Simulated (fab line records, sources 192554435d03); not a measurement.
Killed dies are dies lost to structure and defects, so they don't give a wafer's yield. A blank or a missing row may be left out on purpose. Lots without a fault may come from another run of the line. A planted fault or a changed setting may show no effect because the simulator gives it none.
fab line records | flow n5_finfet | part 1 of 2: steps 1 to 25 of 32
record lots=5 wafers=15 last_day=17
route steps=1938 shown TV_LITHO@1883 TV_OPEN@1887 PAD_METAL@1893 PASSIVATION@1897
lots that met no fault: from a run of the same line without faults
start_h: hours from the record's first day to the start of the lot's first wafer shown | wait_h: hours since the lot's step before | " the same as in the row above | L1.1+2: a row that stands for several wafers | - no value, or no start given | * or withheld: withheld | < > ~ a bound
route shown NAME@n: a module of which the file shows steps, and the number in the route of the first | usual: mean/standard deviation of fault-free wafers | same: alike in all rows | chamber/n: place in a boat | sites: the reading at each site | _std_site: their standard deviation | _edge_site: outer sites' mean less inner sites' | radius_mm: how far each site lies from the wafer's centre | mask NAME#n: copy n | behind: the tool/chamber that last shaped the wafer | hold: why the lot was held/for how many hours/how that ended | device: the transistor (n, p or np) that didn't switch | end of line: the same wafers' tests at the end of the route | a step without rows: its recipe alone | killed: dies lost to structure and defects at the first sort, not the wafer's yield | map: a wafer's dies, x killed, . not, _ none there
set.NAME: the setting as run; set.NAME@STEP: as run at that earlier step | model.NAME: the simulator's own value behind a step, which no gauge read
lots at some steps of the route; a table a step, a row a wafer
services: from which hour (start_h, from the record's first day; less than 0 if before it) a tool's chamber was out of use, for how many hours, and why
## steps
# step N5_PASSIVATION_CD_MEAS_10
# recipe target_cd_nm=3000 landing_energy_ev=500 detector=se_inlens
# usual cd_nm=2999.6/2
# columns lot.wafer tool chamber start_h wait_h cd_nm
L075.4 cd_sem-02 0 271.17 - 3000.1
L075.5 " 0 " " 2996.3
L075.6 " 0 " " 2997.5
L078.1 cd_sem-03 0 291.58 - 2999.1
L078.4 " 0 " " 3003.1
L078.5 " 0 " " 3003.9
L085.2 cd_sem-01 0 337.04 - 2999.7
L085.3 " 0 " " 3000.1
L085.4 " 0 " " 3001.7
L086.3 cd_sem-01 0 355.69 - 3002.5
L086.5 " 0 " " 3000.4
L086.6 " 0 " " 3000.5
L097.4 cd_sem-02 0 402.95 - 3001.1
L097.5 " 0 " " 3002.4
L097.6 " 0 " " 2999.3
# step N5_PASSIVATION_OVL_MEAS_60
# recipe points_per_wafer=44
# usual TV_OVL=1/4.5
# columns lot.wafer tool chamber start_h wait_h TV_OVL[nm]
L075.4 overlay-01 0 271.20 0.0 5
L075.5 " 0 " " 7
L075.6 " 0 " " 14
L078.1 overlay-01 0 291.62 0.0 -1
L078.4 " 0 " " -1
L078.5 " 0 " " 4
L085.2 overlay-01 0 337.07 0.0 -4
L085.3 " 0 " " -1
L085.4 " 0 " " -4
L086.3 overlay-02 0 355.72 0.0 3
L086.5 " 0 " " 7
L086.6 " 0 " " 1
L097.4 overlay-02 0 402.98 0.0 -3
L097.5 " 0 " " 1
L097.6 " 0 " " 4
# step N5_PASSIVATION_INSPECT_61
# recipe mode=adi inspect_instrument=macro
# usual raw_defect_count=2.1/1.4
# columns lot.wafer tool chamber start_h wait_h raw_defect_count
L075.4 defect_inspect-02 - 271.22 0.0 0
L075.5 " - " " 1
L075.6 " - " " 2
L078.1 defect_inspect-01 - 291.64 0.0 1
L078.4 " - " " 0
L078.5 " - " " 2
L085.2 defect_inspect-02 - 337.09 0.0 2
L085.3 " - " " 1
L085.4 " - " " 1
L086.3 defect_inspect-02 - 355.74 0.0 3
L086.5 " - " " 4
L086.6 " - " " 3
L097.4 defect_inspect-01 - 403.00 0.0 0
L097.5 " - " " 3
L097.6 " - " " 2
# step N5_PASSIVATION_DESCUM_12
# recipe chemistry=O2 time_s=7.9 source_power_w=50 bias_power_w=20 pressure_mtorr=20 rf_frequency_hz=2.712e+07 temp_c=40 o2_flow_sccm=225
# usual drypump_motor_current_A=5.53/0.26 oes_product_au=0.81/0.086 rf_vpp_V=243.2/1.3 showerhead_plenum_p_Torr=2.09/0.071 throttle_valve_pct=20.37/0.21
# same time_s=7.9
# columns lot.wafer tool chamber start_h wait_h drypump_motor_current_A oes_product_au rf_hours_counter_h rf_vpp_V showerhead_plenum_p_Torr throttle_valve_pct
L075.4 rie_diel-02 1 271.47 0.3 5.66 0.79 88 242.6 2.02 20.47
L075.5 " 1 " " 5.67 0.79 - 241.9 2.02 20.47
L075.6 " 0 " " 5.10 0.93 - 242.5 2.16 20.24
L078.1 rie_diel-01 1 291.68 0.0 5.49 0.93 33 243.6 2.15 20.03
L078.4 " 3 " " 5.15 0.82 87 245.1 2.12 20.73
L078.5 " 0 " " 5.41 0.73 - 241.8 2.00 20.62
L085.2 rie_diel-06 0 337.12 0.0 5.77 0.92 17 242.4 2.04 20.27
L085.3 " 2 " " 5.36 0.70 228 244.0 2.16 20.32
L085.4 " 1 " " 5.30 0.65 249 243.4 2.06 20.62
L086.3 rie_diel-02 0 355.89 0.1 5.13 0.88 34 244.5 2.15 20.26
L086.5 " 2 " " 5.85 0.79 - 243.6 2.10 20.07
L086.6 " 3 " " 5.31 0.71 - 240.2 1.99 20.52
L097.4 rie_diel-02 0 403.04 0.0 5.11 0.85 48 242.2 2.14 20.29
L097.5 " 0 " " 5.09 0.85 - 242.6 2.14 20.27
L097.6 " 3 " " 5.38 0.71 - 241.6 1.98 20.57
# step N5_PASSIVATION_PASS_ETCH_74
# recipe chemistry=CF4/O2 target=SiNx target_depth_a=2200 time_s=110 ion_energy_ev=100 pressure_mtorr=40 source_w=535 bias_w=49 Ar_flow_sccm=100 cf4_flow_sccm=100 O2_flow_sccm=10
# usual drypump_motor_current_A=5.53/0.26 oes_product_au=0.81/0.081 rf_vpp_V=241/5.5 showerhead_plenum_p_Torr=2.20/0.07 throttle_valve_pct=15.90/0.22
# same time_s=110
# columns lot.wafer tool chamber start_h wait_h drypump_motor_current_A oes_product_au rf_hours_counter_h rf_vpp_V showerhead_plenum_p_Torr throttle_valve_pct
L075.4 rie_diel-02 1 271.54 0.0 5.68 0.81 88 245 2.13 15.96
L075.5 " 1 " " 5.69 0.81 - 242 2.13 15.95
L075.6 " 0 " " 5.09 0.94 - 247 2.24 15.62
L078.1 rie_diel-01 1 291.74 0.0 5.47 0.92 33 241 2.24 15.53
L078.4 " 3 " " 5.18 0.80 87 240 2.22 16.20
L078.5 " 0 " " 5.45 0.75 - 232 2.10 16.10
L085.2 rie_diel-06 0 337.19 0.0 5.83 0.93 17 237 2.18 15.89
L085.3 " 2 " " 5.43 0.70 228 230 2.26 15.93
L085.4 " 1 " " 5.33 0.67 249 243 2.16 16.20
L086.3 rie_diel-02 0 355.95 0.0 5.10 0.89 34 245 2.23 15.67
L086.5 " 2 " " 5.84 0.79 - 249 2.20 15.62
L086.6 " 3 " " 5.33 0.72 - 238 2.09 16.10
L097.4 rie_diel-02 0 403.10 0.0 5.10 0.86 48 244 2.23 15.71
L097.5 " 0 " " 5.11 0.86 - 247 2.23 15.70
L097.6 " 3 " " 5.30 0.72 - 238 2.09 16.12
# step N5_PASSIVATION_VIA_ETCH_13
# recipe chemistry=CHF3/O2 target=SiO2 target_depth_a=6600 CHF3_flow_sccm=50 O2_flow_sccm=5 Ar_flow_sccm=200 time_s=330 mask_material=PR pressure_mtorr=30 source_w=650 bias_w=170 ion_energy_ev=200 ends=cleared
# usual drypump_motor_current_A=5.53/0.26 etch_rf_on_time_s=234/4.7 oes_product_au=0.73/0.075 rf_vpp_V=524/12 showerhead_plenum_p_Torr=2.40/0.081 throttle_valve_pct=18.80/0.23
# columns lot.wafer tool chamber start_h wait_h drypump_motor_current_A etch_rf_on_time_s oes_product_au rf_hours_counter_h rf_vpp_V showerhead_plenum_p_Torr throttle_valve_pct
L075.4 rie_diel-02 1 271.63 0.0 5.63 230 0.73 88 530 2.32 18.86
L075.5 " 1 " " 5.64 234 0.74 - 531 2.32 18.84
L075.6 " 0 " " 5.13 229 0.85 - 537 2.46 18.59
L078.1 rie_diel-01 1 291.83 0.0 5.47 226 0.83 33 523 2.45 18.41
L078.4 " 3 " " 5.16 240 0.74 87 520 2.44 19.20
L078.5 " 0 " " 5.42 232 0.66 - 504 2.30 18.99
L085.2 rie_diel-06 0 337.28 0.0 5.77 231 0.83 17 513 2.38 18.84
L085.3 " 2 " " 5.44 234 0.62 228 504 2.47 18.74
L085.4 " 1 " " 5.30 238 0.60 249 530 2.35 18.99
L086.3 rie_diel-02 0 356.04 0.0 5.11 231 0.79 34 535 2.45 18.63
L086.5 " 2 " " 5.80 240 0.71 - 543 2.41 18.48
L086.6 " 3 " " 5.32 245 0.64 - 517 2.29 18.97
L097.4 rie_diel-02 0 403.19 0.0 5.12 229 0.78 48 536 2.45 18.66
L097.5 " 0 " " 5.09 233 0.77 - 535 2.45 18.67
L097.6 " 3 " " 5.31 242 0.64 - 517 2.28 18.98
# step N5_PASSIVATION_STRIP_14
# recipe chemistry=O2 power_w=600 temp_c=60 pressure_mtorr=30 rf_frequency_hz=6e+07 bias_power_w=0 overash_fraction=0.5 o2_flow_sccm=225
# usual drypump_motor_current_A=5.53/0.26 oes_product_au=0.81/0.085 rf_vpp_V=3.7/0.93 showerhead_plenum_p_Torr=2.10/0.071 throttle_valve_pct=16.61/0.21
# same overash_fraction=0.5
# columns lot.wafer tool chamber start_h wait_h drypump_motor_current_A oes_product_au rf_hours_counter_h rf_vpp_V showerhead_plenum_p_Torr throttle_valve_pct
L075.4 rie_diel-02 1 271.83 0.1 5.67 0.80 88 3.1 2.03 16.70
L075.5 " 1 " " 5.68 0.81 - 3.3 2.03 16.67
L075.6 " 0 " " 5.12 0.94 - 4.0 2.16 16.42
L078.1 rie_diel-01 1 292.03 0.1 5.47 0.91 33 3.7 2.15 16.28
L078.4 " 3 " " 5.15 0.81 87 4.2 2.12 16.94
L078.5 " 0 " " 5.42 0.73 - 3.1 2.01 16.85
L085.2 rie_diel-06 0 337.48 0.1 5.76 0.92 17 4.8 2.05 16.44
L085.3 " 2 " " 5.41 0.69 228 3.6 2.16 16.63
L085.4 " 1 " " 5.31 0.66 249 2.9 2.06 16.91
L086.3 rie_diel-02 0 356.24 0.1 5.08 0.87 35 4.6 2.15 16.51
L086.5 " 2 " " 5.84 0.78 - 1.9 2.11 16.36
L086.6 " 3 " " 5.37 0.71 - 4.2 1.99 16.83
L097.4 rie_diel-02 0 403.39 0.1 5.08 0.85 48 3.7 2.15 16.51
L097.5 " 0 " " 5.08 0.85 - 2.6 2.14 16.51
L097.6 " 3 " " 5.34 0.71 - 4.6 1.99 16.85
# step N5_PASSIVATION_ETCH_15
# recipe chemistry=CF4/N2 target=SiCN target_depth_a=750 taper_deg=2 time_s=81.2 ion_energy_ev=150 mask_material=SiNx pressure_mtorr=40 source_w=430 bias_w=70 Ar_flow_sccm=100 cf4_flow_sccm=60 n2_flow_sccm=60
# usual drypump_motor_current_A=5.53/0.26 oes_product_au=0.81/0.081 rf_vpp_V=382.2/1.8 showerhead_plenum_p_Torr=2.20/0.07 throttle_valve_pct=15.35/0.22
# same time_s=81.2
# columns lot.wafer tool chamber start_h wait_h drypump_motor_current_A oes_product_au rf_hours_counter_h rf_vpp_V showerhead_plenum_p_Torr throttle_valve_pct
L075.4 rie_diel-02 1 - - 5.65 0.82 88 379.6 2.13 15.41
L075.5 " 1 " " 5.64 0.82 - 381.4 2.13 15.41
L075.6 " 0 " " 5.12 0.95 - 383.6 2.25 15.06
L078.1 rie_diel-01 1 - - 5.47 0.92 33 382.8 2.25 14.99
L078.4 " 3 " " 5.15 0.79 87 382.4 2.23 15.67
L078.5 " 0 " " 5.42 0.75 - 380.7 2.10 15.55
L085.2 rie_diel-06 0 - - 5.79 0.92 18 380.6 2.18 15.33
L085.3 " 2 " " 5.40 0.70 228 385.3 2.27 15.39
L085.4 " 1 " " 5.30 0.67 249 381.6 2.17 15.67
L086.3 rie_diel-02 0 - - 5.11 0.88 35 381.6 2.24 15.13
L086.5 " 2 " " 5.82 0.79 - 381.6 2.21 15.09
L086.6 " 3 " " 5.32 0.73 - 379.2 2.09 15.57
L097.4 rie_diel-02 0 - - 5.10 0.86 48 382.8 2.23 15.17
L097.5 " 0 " " 5.09 0.86 - 382.8 2.23 15.17
L097.6 " 3 " " 5.29 0.71 - 379.6 2.09 15.59
# step N5_PASSIVATION_STRIP_73
# recipe chemistry=post_etch_residue_remover time_s=60 temp_c=25 remover_ph=withheld remover_water_wt_pct=withheld remover_fluoride_wt_pct=withheld
# same time_s=60
# columns lot.wafer tool chamber start_h wait_h
L075.4+5+6 wet_bench-02 0,6,4 271.99 -
L078.1+4+5 wet_bench-02 4,1,7 292.19 -
L085.2+3+4 wet_bench-06 2,7,4 337.64 -
L086.3+5+6 wet_bench-02 3,2,6 356.40 -
L097.4+5+6 wet_bench-06 7,2,1 403.55 -
# step N5_PASSIVATION_SRD_17
# recipe time_s=30 temp_c=23 rinse_liquid=diw dry=n2_spin spin_rpm=1500 dry_time_s=30
# same time_s=30
# columns lot.wafer tool chamber start_h wait_h
L075.4+5+6 wet_bench-02 0,6,4 272.01 0.0
L078.1+4+5 wet_bench-02 4,1,7 292.21 0.0
L085.2+3+4 wet_bench-06 2,7,4 337.66 0.0
L086.3+5+6 wet_bench-02 3,2,6 356.42 0.0
L097.4+5+6 wet_bench-06 7,2,1 403.57 0.0
# step N5_PASSIVATION_DEGAS_18
# recipe ambient=vacuum temp_c=300 time_s=60
# usual heater_power_w=456/36 susceptor_temp_C=300.00/0.2
# same time_s=60
# columns lot.wafer tool chamber start_h wait_h heater_power_w susceptor_temp_C
L075.4 pvd_sputter-01 - 272.39 0.4 424 300.29
L075.5 " - " " 430 300.20
L075.6 " - " " 501 300.12
L078.1 pvd_sputter-01 - 292.66 0.4 487 299.97
L078.4 " - " " 460 299.89
L078.5 " - " " 455 299.80
L085.2 pvd_sputter-03 - 337.71 0.0 477 300.07
L085.3 " - " " 532 300.11
L085.4 " - " " 491 299.81
L086.3 pvd_sputter-01 - 356.59 0.2 436 300.00
L086.5 " - " " 454 299.83
L086.6 " - " " 432 300.09
L097.4 pvd_sputter-02 - 404.03 0.5 427 300.24
L097.5 " - " " 421 300.16
L097.6 " - " " 431 300.35
# step N5_PASSIVATION_PRE_CLEAN_19
# recipe gas=H2/He time_s=* temp_c=*
# usual heater_power_w=457/35 susceptor_temp_C=*
# same time_s=*
# columns lot.wafer tool chamber start_h wait_h heater_power_w susceptor_temp_C
L075.4 pvd_sputter-01 - 272.43 0.0 438 *
L075.5 " - " " 445 *
L075.6 " - " " 497 *
L078.1 pvd_sputter-01 - 292.70 0.0 496 *
L078.4 " - " " 454 *
L078.5 " - " " 446 *
L085.2 pvd_sputter-03 - 337.75 0.0 489 *
L085.3 " - " " 524 *
L085.4 " - " " 476 *
L086.3 pvd_sputter-01 - 356.63 0.0 444 *
L086.5 " - " " 459 *
L086.6 " - " " 437 *
L097.4 pvd_sputter-02 - 404.07 0.0 428 *
L097.5 " - " " 417 *
L097.6 " - " " 424 *
# step N5_PASSIVATION_SPUTTER_20
# recipe material=TaN target_thk_a=500 temp_c=25 chamber_pressure_pa=0.4
# usual susceptor_temp_C=25.00/0.11 throttle_valve_pct=29.8/1
# columns lot.wafer tool chamber start_h wait_h susceptor_temp_C throttle_valve_pct
L075.4 pvd_sputter-01 - 272.47 0.0 24.96 29.5
L075.5 " - " " 25.06 29.7
L075.6 " - " " 24.96 30.3
L078.1 pvd_sputter-01 - 292.74 0.0 24.93 30.3
L078.4 " - " " 25.18 30.4
L078.5 " - " " 24.98 30.6
L085.2 pvd_sputter-03 - 337.79 0.0 25.08 30.8
L085.3 " - " " 24.98 29.7
L085.4 " - " " 25.13 30.7
L086.3 pvd_sputter-01 - 356.67 0.0 24.90 29.7
L086.5 " - " " 24.98 30.2
L086.6 " - " " 25.05 29.7
L097.4 pvd_sputter-02 - 404.11 0.0 25.03 28.0
L097.5 " - " " 24.84 30.7
L097.6 " - " " 25.02 28.9
# step N5_PASSIVATION_AL_DEP_21
# recipe material=Al target_thk_a=28000 temp_c=400 time_s=170 power_w=30000 chamber_pressure_pa=0.4 gas=Ar
# usual susceptor_temp_C=400.01/0.24 throttle_valve_pct=29.8/1.1
# same time_s=170
# columns lot.wafer tool chamber start_h wait_h susceptor_temp_C throttle_valve_pct
L075.4 pvd_sputter-01 - 272.57 0.1 400.11 29.4
L075.5 " - " " 399.85 29.6
L075.6 " - " " 400.22 30.6
L078.1 pvd_sputter-01 - 292.84 0.1 400.34 30.5
L078.4 " - " " 400.24 30.1
L078.5 " - " " 400.04 30.4
L085.2 pvd_sputter-03 - 337.89 0.1 400.07 30.4
L085.3 " - " " 400.07 29.9
L085.4 " - " " 400.11 30.5
L086.3 pvd_sputter-01 - 356.77 0.1 400.05 29.4
L086.5 " - " " 400.40 30.3
L086.6 " - " " 400.41 29.5
L097.4 pvd_sputter-02 - 404.21 0.1 400.07 27.7
L097.5 " - " " 399.97 30.7
L097.6 " - " " 400.26 28.9
# step N5_PASSIVATION_HMDS_23
# recipe time_s=60 temp_c=120
# same time_s=60
# columns lot.wafer tool chamber start_h wait_h
L075.4+5+6 litho_track-04 0 272.76 0.1
L078.1+4+5 litho_track-04 0 293.03 0.1
L085.2+3+4 litho_track-03 0 338.08 0.1
L086.3+5+6 litho_track-01 0 356.96 0.1
L097.4+5+6 litho_track-04 0 404.40 0.1
# step N5_PASSIVATION_COAT_24
# recipe spin_rpm=3000 resist_thk_nm=withheld
# columns lot.wafer tool chamber start_h wait_h
L075.4+5+6 litho_track-04 0 - -
L078.1+4+5 litho_track-04 0 - -
L085.2+3+4 litho_track-03 0 - -
L086.3+5+6 litho_track-01 0 - -
L097.4+5+6 litho_track-04 0 - -
# step N5_PASSIVATION_EBR_26
# recipe solvent=PGMEA ebr_width_mm=1.5
# columns lot.wafer tool chamber start_h wait_h
L075.4+5+6 litho_track-04 0 - -
L078.1+4+5 litho_track-04 0 - -
L085.2+3+4 litho_track-03 0 - -
L086.3+5+6 litho_track-01 0 - -
L097.4+5+6 litho_track-04 0 - -
# step N5_PASSIVATION_SOFTBAKE_25
# recipe temp_c=100 time_s=90
# same time_s=90
# columns lot.wafer tool chamber start_h wait_h
L075.4+5+6 litho_track-04 0 - -
L078.1+4+5 litho_track-04 0 - -
L085.2+3+4 litho_track-03 0 - -
L086.3+5+6 litho_track-01 0 - -
L097.4+5+6 litho_track-04 0 - -
# step N5_PASSIVATION_EXPOSE_27
# recipe mask_id=PAD na=0.55 source_shape=conventional sigma_outer=0.8 polarization=unpolarized defocus_nm=0 dose_mj=32.3
# columns lot.wafer tool chamber start_h wait_h mask
L075.4+5+6 krf_scanner-02 0 273.01 - PAD#0
L078.1+4+5 krf_scanner-02 0 293.14 - PAD#0
L085.2+3+4 krf_scanner-02 0 338.31 - PAD#0
L086.3+5+6 krf_scanner-01 0 357.08 - PAD#0
L097.4+5+6 krf_scanner-01 0 404.65 - PAD#0
# step N5_PASSIVATION_PEB_28
# recipe peb_temp_c=withheld peb_time_s=*
# columns lot.wafer tool chamber start_h wait_h
L075.4+5+6 litho_track-01 0 273.05 0.0
L078.1+4+5 litho_track-01 0 293.19 0.1
L085.2+3+4 litho_track-03 0 338.37 0.0
L086.3+5+6 litho_track-04 0 357.13 0.0
L097.4+5+6 litho_track-04 0 404.69 0.0
# step N5_PASSIVATION_DEVELOP_29
# recipe develop_time_s=60 rinse_liquid=diw dry=air_spin dev_temp_c=21
# columns lot.wafer tool chamber start_h wait_h
L075.4+5+6 litho_track-01 0 - -
L078.1+4+5 litho_track-01 0 - -
L085.2+3+4 litho_track-03 0 - -
L086.3+5+6 litho_track-04 0 - -
L097.4+5+6 litho_track-04 0 - -
# step N5_PASSIVATION_HARDBAKE_31
# recipe temp_c=130 time_s=120
# same time_s=120
# columns lot.wafer tool chamber start_h wait_h
L075.4+5+6 litho_track-01 0 - -
L078.1+4+5 litho_track-01 0 - -
L085.2+3+4 litho_track-03 0 - -
L086.3+5+6 litho_track-04 0 - -
L097.4+5+6 litho_track-04 0 - -
# step N5_PASSIVATION_CD_MEAS_30
# recipe target_cd_nm=4000 landing_energy_ev=500 detector=se_inlens polarity=opening
# usual cd_nm=4000.0/1.9
# columns lot.wafer tool chamber start_h wait_h cd_nm
L075.4 cd_sem-02 0 273.17 - 4000.8
L075.5 " 0 " " 4005.0
L075.6 " 0 " " 4004.6
L078.1 cd_sem-03 0 293.31 - 4000.8
L078.4 " 0 " " 4001.0
L078.5 " 0 " " 4002.3
L085.2 cd_sem-02 0 338.49 - 4001.9
L085.3 " 0 " " 4001.3
L085.4 " 0 " " 4002.4
L086.3 cd_sem-01 0 357.25 - 3997.5
L086.5 " 0 " " 3997.6
L086.6 " 0 " " 3998.7
L097.4 cd_sem-01 0 404.81 - 4001.4
L097.5 " 0 " " 3998.1
L097.6 " 0 " " 4001.6
# step N5_PASSIVATION_OVL_MEAS_63
# recipe points_per_wafer=44
# usual PAD_OVL=-8/5.3
# columns lot.wafer tool chamber start_h wait_h PAD_OVL[nm]
L075.4 overlay-02 0 273.20 0.0 -11
L075.5 " 0 " " -16
L075.6 " 0 " " -14
L078.1 overlay-02 0 293.34 0.0 -9
L078.4 " 0 " " -11
L078.5 " 0 " " -11
L085.2 overlay-01 0 338.52 0.0 -6
L085.3 " 0 " " -5
L085.4 " 0 " " -4
L086.3 overlay-02 0 357.27 0.0 -5
L086.5 " 0 " " -15
L086.6 " 0 " " 1
L097.4 overlay-01 0 404.84 0.0 0
L097.5 " 0 " " -1
L097.6 " 0 " " 4
# step N5_PASSIVATION_INSPECT_64
# recipe mode=adi inspect_instrument=macro
# usual raw_defect_count=2.0/1.4
# columns lot.wafer tool chamber start_h wait_h raw_defect_count
L075.4 defect_inspect-02 - 273.23 0.0 3
L075.5 " - " " 0
L075.6 " - " " 6
L078.1 defect_inspect-02 - 293.37 0.0 3
L078.4 " - " " 2
L078.5 " - " " 1
L085.2 defect_inspect-01 - 338.54 0.0 1
L085.3 " - " " 0
L085.4 " - " " 3
L086.3 defect_inspect-01 - 357.30 0.0 2
L086.5 " - " " 2
L086.6 " - " " 6
L097.4 defect_inspect-01 - 404.87 0.0 4
L097.5 " - " " 1
L097.6 " - " " 3
